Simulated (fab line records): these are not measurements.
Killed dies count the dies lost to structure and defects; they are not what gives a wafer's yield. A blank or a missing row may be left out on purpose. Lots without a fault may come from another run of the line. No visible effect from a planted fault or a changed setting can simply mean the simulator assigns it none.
A lot that was struck, set against a sound lot	flow n5Finfet	15 steps out of a route of 1938
Sound: wafers L495.2, L495.5, L495.6. Struck: wafers L506.3, L506.4, L506.5. The cause is given at the end.
Each step with rows lists, per side, the tool, then ch with its chambers, then its first start. Under that, the readings that differ: sound wafers	struck wafers	difference of the means	sigmas: that difference in standard deviations of wafers without a fault.
alike: same words and numbers on both sides, and readings whose means sit less than 2 such deviations apart. not compared: any withheld reading, any reading some wafer has no value for, any bound like >300 that may hide the same value, and any number with overlapping values for which the record gives no deviation.
Wherever a step has rows on one side only, a row that says differs or no value, or a row with sigmas, the two part there. Numbers that have no deviation but don't overlap get no sigmas and don't part them. Lack of a reading on every wafer of one side parts them only where that side has two or more wafers.

N5_BEOL_M12_CD_MEAS_10: target cd 140 nm.
  sound on cdSem-03 ch 0, day 11 19:08; struck on cdSem-02 ch 0, day 14 22:24
  alike: cdNm
N5_BEOL_M12_OVL_MEAS_11:
  sound on overlay-02 ch 0, day 11 19:10; struck on overlay-02 ch 0, day 14 22:25
  alike: V11_OVL
N5_BEOL_M12_INSPECT_12: inspects for defects (macro).
  sound: defectInspect-01 at day 11 19:11; struck: defectInspect-01 at day 14 22:27
  alike: rawDefectCount
N5_BEOL_M12_DESCUM_15: chemistry O2, time 7.9 s.
  sound on rieDiel-01 ch 1,2, day 11 19:13; struck on rieDiel-03 ch 0,1,2, day 14 22:29
  alike: drypumpMotorCurrentA, o2FlowSccm, oesProductAu, rfVppV, showerheadPlenumPTorr, throttleValvePct
  not compared: rfHoursCounterH
N5_BEOL_M12_ETCH_59: etches BARC in N2/H2, target depth 89 nm, overetch 26.7 nm, time 67.9 s.
  sound on rieDiel-01 ch 1,2, day 11 19:16; struck on rieDiel-03 ch 0,1,2, day 14 22:31
  alike: drypumpMotorCurrentA, oesProductAu, rfVppV, showerheadPlenumPTorr, throttleValvePct
  not compared: rfHoursCounterH
N5_BEOL_M12_VIA_ETCH_16: etches SiOC in C4F8/O2/Ar, target depth 724.8 nm.
  sound on rieDiel-01 ch 1,2, day 11 19:19; struck on rieDiel-03 ch 0,1,2, day 14 22:34
  alike: C4F8_flow_sccm, drypumpMotorCurrentA, oesProductAu, rfVppV, showerheadPlenumPTorr, throttleValvePct
N5_BEOL_M12_STRIP_63: strips in N2/H2.
  sound on plasmaAsher-02 ch 0,1, day 11 19:31; struck on plasmaAsher-01 ch 0,1, day 14 22:49
  alike: drypumpMotorCurrentA, heaterPowerW, oesProductAu, stripTimeToEndpointS
  not compared: rfHoursCounterH
N5_BEOL_M12_STRIP_64: strips in N2/H2.
  sound on plasmaAsher-02 ch 0,1, day 11 19:34; struck on plasmaAsher-01 ch 0,1, day 14 22:52
  alike: drypumpMotorCurrentA, heaterPowerW, oesProductAu, stripTimeToEndpointS
  not compared: rfHoursCounterH
then, 2 steps without rows for these wafers: N5_BEOL_M12_STRIP_71 (strips in post etch residue remover, time 60 s); N5_BEOL_M12_SRD_72 (time 30 s, dry time 30 s).
N5_BEOL_M12_CD_MEAS_17: target cd 140 nm.
  sound: cdSem-03 at day 11 19:43; struck: cdSem-01 at day 14 23:01
  alike: cdNm
then, 1 step without rows for these wafers: N5_BEOL_M12_COAT_65 (time 60 s, resist thk 300 nm).
N5_BEOL_M12_COAT_66: time 60 s, resist thk 110 nm.
  sound on lithoTrack-02 ch 0, day 11 19:45; struck on lithoTrack-04 ch 0, day 14 23:03
reading	sound	struck	difference	sigmas
heaterPowerTotalW (W)	429.9 430.4 425.4	444.5 441.3 446.3	+15.5	+8
plateTempC (C)	220.25 219.83 220.02	226.40 226.18 226.54	+6.34	+40
then, 1 step without rows for these wafers: N5_BEOL_M12_COAT_22 (resist thk 300 nm).
N5_PASSIVATION_PROBE_49:
  the record has rows for the struck wafers here (prober-01, day 16 15:12) and none for the sound ones

WHERE THEY PART
Last at N5_PASSIVATION_PROBE_49 as far as this record goes, first at N5_BEOL_M12_COAT_66.

WHY: the cause the simulator had injected
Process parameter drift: lithoTrack-04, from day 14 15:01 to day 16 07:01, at N5_BEOL_M12_COAT_66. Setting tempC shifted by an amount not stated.
